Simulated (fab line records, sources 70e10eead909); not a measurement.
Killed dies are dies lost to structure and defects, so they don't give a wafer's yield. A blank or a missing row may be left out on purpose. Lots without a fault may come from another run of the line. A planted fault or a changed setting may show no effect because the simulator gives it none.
Which tool did it? | flow nand_harc | 15 lots, 45 wafers sampled, at 5 steps of a route of 1159

WHAT THE GAUGES READ, wafer by wafer
NHARC_A_ONON_D1_THK_MEAS_11: measures by ellipsometry.
lot  | measured     | on            | thk_nm (nm)
L824 | day 7 16:40  | film_metro-01 | 1018 1016 1017
L825 | day 8 03:31  | film_metro-02 | 1001 1001 1000
L827 | day 8 03:17  | film_metro-01 | 1003 1002 1002
L828 | day 8 19:34  | film_metro-01 | 1015 1017 1021
L829 | day 8 19:31  | film_metro-02 | 1004 1004 1004
L831 | day 9 04:15  | film_metro-01 | 1000 1000 998
L838 | day 11 13:58 | film_metro-01 | 1009 1009 1007
L841 | day 11 20:56 | film_metro-01 | 985 984 985
L840 | day 11 20:49 | film_metro-02 | 998 999 997
L842 | day 11 21:07 | film_metro-02 | 986 985 986
L843 | day 11 20:45 | film_metro-01 | 1004 1003 1005
L844 | day 12 13:29 | film_metro-01 | 1002 1002 1000
L845 | day 12 23:55 | film_metro-01 | 982 984 983
L846 | day 12 23:57 | film_metro-02 | 1004 1005 1006
L847 | day 13 05:59 | film_metro-02 | 1001 998 1000

NHARC_A_ONON_D1_THK_MEAS_21: measures by ellipsometry.
lot  | measured     | on            | thk_nm (nm)
L824 | day 8 00:53  | film_metro-01 | 996 998 998
L825 | day 8 11:30  | film_metro-01 | 1008 1010 1009
L827 | day 8 11:32  | film_metro-02 | 1015 1015 1016
L828 | day 9 04:07  | film_metro-02 | 1559 1559 1560
L829 | day 9 03:46  | film_metro-01 | 1547 1548 1545
L831 | day 9 12:37  | film_metro-02 | 1556 1556 1555
L838 | day 11 22:19 | film_metro-02 | 1012 1011 1012
L841 | day 12 08:44 | film_metro-01 | 980 980 981
L840 | day 12 09:05 | film_metro-02 | 1000 1000 998
L842 | day 12 08:52 | film_metro-02 | 984 985 984
L843 | day 12 08:43 | film_metro-02 | 984 982 982
L844 | day 12 21:44 | film_metro-01 | 1000 1000 1002
L845 | day 13 08:12 | film_metro-02 | 1013 1011 1016
L846 | day 13 08:13 | film_metro-01 | 999 999 998
L847 | day 13 14:14 | film_metro-02 | 998 1000 1000

NHARC_END_SORT_01.
lot  | measured     | on        | killed_at_array | killed_at_other | killed_at_periphery | killed_dies | killed_open | killed_short
L828 | day 20 08:04 | prober-02 | 674 674 674     | 1 0 1           | 2 3 2               | 677 677 677 | 4 2 2       | 0 1 0
L829 | day 20 15:47 | prober-02 | 672 672 672     | 1 0 0           | 4 5 5               | 677 677 677 | 3 4 4       | 2 1 1
L831 | day 21 03:38 | prober-01 | 677 676 675     | 0 1 1           | 0 0 1               | 677 677 677 | 4 2 7       | 0 4 1

WHICH TOOL RAN EACH LOT (tool, then ch and the chambers of the sampled wafers, then the start)
lot  | NHARC_P_BONDPAD_PVD_27                  | NHARC_A_ONON_D1_DEP_19
L824 | pvd_sputter-02, day 7 16:40 or earlier  | pecvd_onon-02 ch 0, day 8 00:23
L825 | pvd_sputter-03, day 8 03:31 or earlier  | pecvd_onon-01 ch 0, day 8 11:03
L827 | pvd_sputter-01, day 8 03:17 or earlier  | pecvd_onon-03 ch 0, day 8 11:03
L828 | pvd_sputter-03, day 8 19:34 or earlier  | pecvd_onon-03 ch 0, day 9 03:40
L829 | pvd_sputter-03, day 8 19:31 or earlier  | pecvd_onon-03 ch 0, day 9 03:19
L831 | pvd_sputter-01, day 9 04:15 or earlier  | pecvd_onon-03 ch 0, day 9 12:13
L838 | pvd_sputter-02, day 11 13:58 or earlier | pecvd_onon-01 ch 0, day 11 21:55
L841 | pvd_sputter-01, day 11 20:56 or earlier | pecvd_onon-01 ch 0, day 12 08:14
L840 | pvd_sputter-02, day 11 20:49 or earlier | pecvd_onon-03 ch 0, day 12 08:34
L842 | pvd_sputter-03, day 11 21:07 or earlier | pecvd_onon-02 ch 0, day 12 08:21
L843 | pvd_sputter-03, day 11 20:45 or earlier | pecvd_onon-03 ch 0, day 12 08:13
L844 | pvd_sputter-03, day 12 13:29 or earlier | pecvd_onon-01 ch 0, day 12 21:17
L845 | pvd_sputter-02, day 12 23:55 or earlier | pecvd_onon-01 ch 0, day 13 07:48
L846 | pvd_sputter-01, day 12 23:57 or earlier | pecvd_onon-03 ch 0, day 13 07:42
L847 | pvd_sputter-03, day 13 05:59 or earlier | pecvd_onon-01 ch 0, day 13 13:43
- NHARC_P_BONDPAD_PVD_27: deposits Cu, target thk 30 nm, time 20.49 s.
- NHARC_A_ONON_D1_DEP_19: target thk 1000 nm.

WHAT THE TOOLS THEMSELVES READ (means of the sampled wafers that have a number; where no wafer has one, the mark that the record gives instead)
NHARC_P_BONDPAD_PVD_27.
lot  | tool           | chamber_pressure_pa (Pa) | substrate_temp_c (C) | throttle_valve_pct (%)
L824 | pvd_sputter-02 | 4.995                    | 30.05                | 29.5
L825 | pvd_sputter-03 | 5.008                    | 30.11                | 30.6
L827 | pvd_sputter-01 | 5.010                    | 30.02                | 29.8
L828 | pvd_sputter-03 | 4.999                    | 30.09                | 29.8
L829 | pvd_sputter-03 | 5.009                    | 30.03                | 30.7
L831 | pvd_sputter-01 | 5.005                    | 30.14                | 29.5
L838 | pvd_sputter-02 | 4.998                    | 30.09                | 29.7
L841 | pvd_sputter-01 | 4.996                    | 29.99                | 28.9
L840 | pvd_sputter-02 | 4.994                    | 30.01                | 29.7
L842 | pvd_sputter-03 | 5.005                    | 30.08                | 29.9
L843 | pvd_sputter-03 | 5.008                    | 29.99                | 30.9
L844 | pvd_sputter-03 | 4.999                    | 30.02                | 29.7
L845 | pvd_sputter-02 | 4.993                    | 29.96                | 30.4
L846 | pvd_sputter-01 | 5.009                    | 30.01                | 30.6
L847 | pvd_sputter-03 | 5.013                    | 29.98                | 30.7

THE ANSWER, worked out from the rows above alone
Rule: what is usual is taken from the lots themselves. Put in order of their means at a reading, lots are off if they are a third of the lots or fewer, leave a main group of 4 or more, and stand apart from it by a gap of 3 or more times the standard deviation of the main group's means; of several such gaps the widest counts. A main group whose means are all the same, to the digits that the tables above print for the reading, isn't used. A lot without any number at a reading at which 4 lots or more have one is off too. The other lots that the step has rows for count as sound. The gauges are gone through in route order, then the tools' own readings, and for those a lot's mean is taken as printed above. The first step at which some lot is off is used, and at that step the reading that is off furthest; a lot without a number counts as furthest.
Off: L828, L829, L831, at NHARC_A_ONON_D1_THK_MEAS_21 (thk_nm). The main group: mean 999 nm, standard deviation 11.
A tool fits if, at a process step before that reading, it ran every lot that is off, and no sound lot after the first of them. The gauges at NHARC_A_ONON_D1_THK_MEAS_21 are tried like those tools. NHARC_P_BONDPAD_PVD_27 gives no start for some lots, so the hours and the order of its lots are those of NHARC_A_ONON_D1_THK_MEAS_11. None of those tried fits.

WHAT THE SIMULATOR HAD PUT IN
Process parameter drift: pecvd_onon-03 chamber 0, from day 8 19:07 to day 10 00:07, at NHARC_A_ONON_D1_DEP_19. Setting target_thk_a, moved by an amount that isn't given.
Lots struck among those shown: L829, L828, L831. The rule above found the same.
